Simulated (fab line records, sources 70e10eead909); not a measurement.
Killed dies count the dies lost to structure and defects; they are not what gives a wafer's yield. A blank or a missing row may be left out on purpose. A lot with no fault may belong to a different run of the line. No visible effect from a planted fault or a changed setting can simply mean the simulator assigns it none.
A struck lot beside a sound one ; flow nand harc ; 20 steps out of a route of 1302
Sound: these wafers, L791.1, L791.2, L791.5. Wafers L794.3, L794.4, L794.5 were the ones struck. At the end, the cause is stated.
At each step with rows: each side's tool, then ch and its chambers, then its first start. Under that, the readings that differ: sound wafers ; struck wafers ; difference of the means ; sigmas: that difference in standard deviations of wafers without a fault.
alike: a reading whose means differ by less than 2 such deviations, as well as words and numbers matching on both sides. not compared: withheld readings; readings where some wafer has no value; bounds like >300 that might hide an equal value; numbers whose values overlap and for which the record gives no deviation.
Wherever a step has rows on one side only, a row that says differs or no value, or a row with sigmas, the two part there. Non-overlapping numbers with no deviation appear without sigmas and do not part them. A reading that every wafer of one side lacks parts them only if that side has two wafers or more.

NHARC_P_ZERO_WELL_CD_MEAS_37 targets a cd of 720 nm.
  sound on cd sem-02 ch 0, day 5 18:06; struck on cd sem-01 ch 0, day 7 00:15
  alike: cd nm
then, 1 step without rows for these wafers: NHARC_P_ZERO_WELL_HARDBAKE_38 (time 80 s).
NHARC_P_ZERO_WELL_DESCUM_39: chemistry O2, time 3 s.
  sound on rie diel-01 ch 0,2,3, day 5 18:16; struck on rie diel-01 ch 1,2, day 7 00:25
reading;sound;struck;difference;sigmas
throttle valve pct (%);11.317 11.322 11.319;11.309 11.297 11.298;-0.018;-2
  alike: drypump motor current A, oes product au, rf vpp V, showerhead plenum p Torr
  not compared: rf hours counter h
then, 9 steps without rows for these wafers: NHARC_P_ZERO_WELL_IMPLANT_40; NHARC_P_ZERO_WELL_IMPLANT_59; NHARC_P_ZERO_WELL_IMPLANT_60; NHARC_P_ZERO_WELL_STRIP_41 (strips in SPM, time 840 s); NHARC_P_ZERO_WELL_DEHYDRATE_44 (time 120 s); NHARC_P_ZERO_WELL_HMDS_45 (time 30 s); NHARC_P_ZERO_WELL_COAT_46; NHARC_P_ZERO_WELL_SOFTBAKE_47 (time 95 s); NHARC_P_ZERO_WELL_EBR_48.
NHARC_P_ZERO_WELL_EXPOSE_49: exposes mask P HVPW, target cd 2000 nm.
  sound on krf scanner-04 ch 0, day 5 19:35; struck on krf scanner-03 ch 0, day 7 01:37
reading;sound;struck;difference;sigmas
mask;P_HVPW#0 P_HVPW#0 P_HVPW#0;P_HVPW_R1#0 P_HVPW_R1#0 P_HVPW_R1#0;differs;
  alike: reticle temp C
then, 2 steps without rows for these wafers: NHARC_P_ZERO_WELL_PEB_50 (peb time 85 s); NHARC_P_ZERO_WELL_DEVELOP_51 (time 70 s).
NHARC_P_ZERO_WELL_CD_MEAS_52 targets a cd of 2000 nm.
  sound on cd sem-01 ch 0, day 5 19:44; struck on cd sem-03 ch 0, day 7 01:46
reading;sound;struck;difference;sigmas
cd nm (nm);1997.8 1999.9 1999.1;1799.7 1800.1 1796.0;-200.3;-95
then, 1 step without rows for these wafers: NHARC_P_ZERO_WELL_HARDBAKE_53 (time 80 s).
NHARC_P_ZERO_WELL_DESCUM_54: chemistry O2, time 3 s.
  sound on rie diel-10 ch 1,2, day 5 19:54; struck on rie diel-01 ch 0,1,3, day 7 01:56
reading;sound;struck;difference;sigmas
model.P_ZERO_WELL.cd nm (nm);1997 1999 1998;1799 1800 1796;-200;
  alike: drypump motor current A, oes product au, rf vpp V, showerhead plenum p Torr, throttle valve pct
  not compared: rf hours counter h
following that, these wafers have no rows for 1 step: NHARC_P_ZERO_WELL_IMPLANT_55.
-- jump in the record: it breaks off in module P_ZERO_WELL and resumes in module END (first step shown: number 1302 of the route), and 22 days separate the struck wafers' starts before and after --
NHARC_END_SORT_01:
  at this point the record logs the struck wafers (prober-01 ch 0, day 29 06:57) and has no rows for the sound ones

## WHERE THEY PART
Last at NHARC_END_SORT_01 as far as this record goes, first at NHARC_P_ZERO_WELL_DESCUM_39.

WHY: what had been put in by the simulator
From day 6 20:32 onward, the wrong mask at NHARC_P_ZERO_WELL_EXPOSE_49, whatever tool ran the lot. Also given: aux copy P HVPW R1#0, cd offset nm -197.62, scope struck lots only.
